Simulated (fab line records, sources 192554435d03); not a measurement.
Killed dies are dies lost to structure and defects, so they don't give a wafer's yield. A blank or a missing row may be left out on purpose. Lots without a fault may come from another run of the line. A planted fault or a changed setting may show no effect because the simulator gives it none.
Chamber matching | flow n5_finfet | N5_BEOL_M9_ETCH_66 on rie_diel-05: 4 sister chambers
The step etches SOC in N2/H2, target depth 80 nm, overetch 16 nm, time 120 s. 22 wafers are shown with their chamber, then 11 later ones without.

WAFERS WITH THEIR CHAMBER
wafer  | chamber | drypump_motor_current_A (A) | showerhead_plenum_p_Torr (Torr) | oes_product_au (a.u.)
L077.1 | 3       | 5.5                         | 2.49                            | 0.69
L077.5 | 1       | 5.2                         | 2.48                            | 0.65
L077.6 | 0       | 6.2                         | 2.53                            | 0.55
L076.1 | 3       | 5.6                         | 2.49                            | 0.68
L076.3 | 1       | 5.2                         | 2.48                            | 0.65
L076.4 | 2       | 6.0                         | 2.62                            | 0.54
L080.1 | 2       | 6.0                         | 2.62                            | 0.54
L080.3 | 3       | 5.6                         | 2.49                            | 0.68
L080.5 | 3       | 5.6                         | 2.49                            | 0.68
L079.2 | 2       | 6.0                         | 2.62                            | 0.54
L079.3 | 3       | 5.5                         | 2.49                            | 0.68
L079.4 | 3       | 5.6                         | 2.49                            | 0.68
L083.2 | 3       | 5.5                         | 2.49                            | 0.67
L083.5 | 2       | 6.1                         | 2.61                            | 0.53
L083.6 | 1       | 5.2                         | 2.48                            | 0.64
L082.1 | 2       | 6.0                         | 2.61                            | 0.53
L082.4 | 3       | 5.6                         | 2.49                            | 0.66
L082.5 | 1       | 5.2                         | 2.48                            | 0.64
L084.1 | 3       | 5.6                         | 2.48                            | 0.65
L084.4 | 3       | 5.6                         | 2.48                            | 0.66
L084.5 | 2       | 6.1                         | 2.61                            | 0.53
L089.1 | 0       | 6.2                         | 2.52                            | 0.54

SIGNATURES (means of the wafers above)
reading                  | chamber 0 | chamber 1 | chamber 2 | chamber 3 | scatter within a chamber
drypump_motor_current_A  | 6.200     | 5.200     | 6.033     | 5.570     | 0.0437
showerhead_plenum_p_Torr | 2.5250    | 2.4800    | 2.6150    | 2.4880    | 0.00447
oes_product_au           | 0.5450    | 0.6450    | 0.5350    | 0.6730    | 0.00975
Rule: a wafer's distance from a chamber is the root of the sum, over the readings, of the square of ((its reading less the chamber's mean) divided by the reading's scatter). The wafer belongs to the nearest chamber; if the next one is less than 2 further off, it can't be placed. The scatter: the root of (the sum of the squares of (reading less its chamber's mean) over the shown wafers, divided by (wafers less chambers)).

WAFERS WITHOUT THEIR CHAMBER
wafer  | drypump_motor_current_A (A) | showerhead_plenum_p_Torr (Torr) | oes_product_au (a.u.)
L089.2 | 5.6                         | 2.48                            | 0.66
L089.4 | 6.0                         | 2.61                            | 0.52
L090.1 | 6.1                         | 2.61                            | 0.53
L090.2 | 6.1                         | 2.52                            | 0.53
L090.3 | 5.2                         | 2.47                            | 0.63
L092.1 | 6.1                         | 2.61                            | 0.53
L092.2 | 6.1                         | 2.52                            | 0.53
L092.3 | 5.6                         | 2.48                            | 0.66
L093.3 | 6.2                         | 2.51                            | 0.53
L093.4 | 6.2                         | 2.51                            | 0.53
L093.6 | 5.2                         | 2.46                            | 0.62

WHICH CHAMBER EACH WENT THROUGH
wafer  | from the rows above | in truth
L089.2 | 3                   | 3
L089.4 | 2                   | 2
L090.1 | 2                   | 2
L090.2 | 0                   | 0
L090.3 | 1                   | 1
L092.1 | 2                   | 2
L092.2 | 0                   | 0
L092.3 | 3                   | 3
L093.3 | 0                   | 0
L093.4 | 0                   | 0
L093.6 | 1                   | 1
Placed correctly: 11 of 11. Can't be placed from these rows: 0. Placed wrongly: 0.
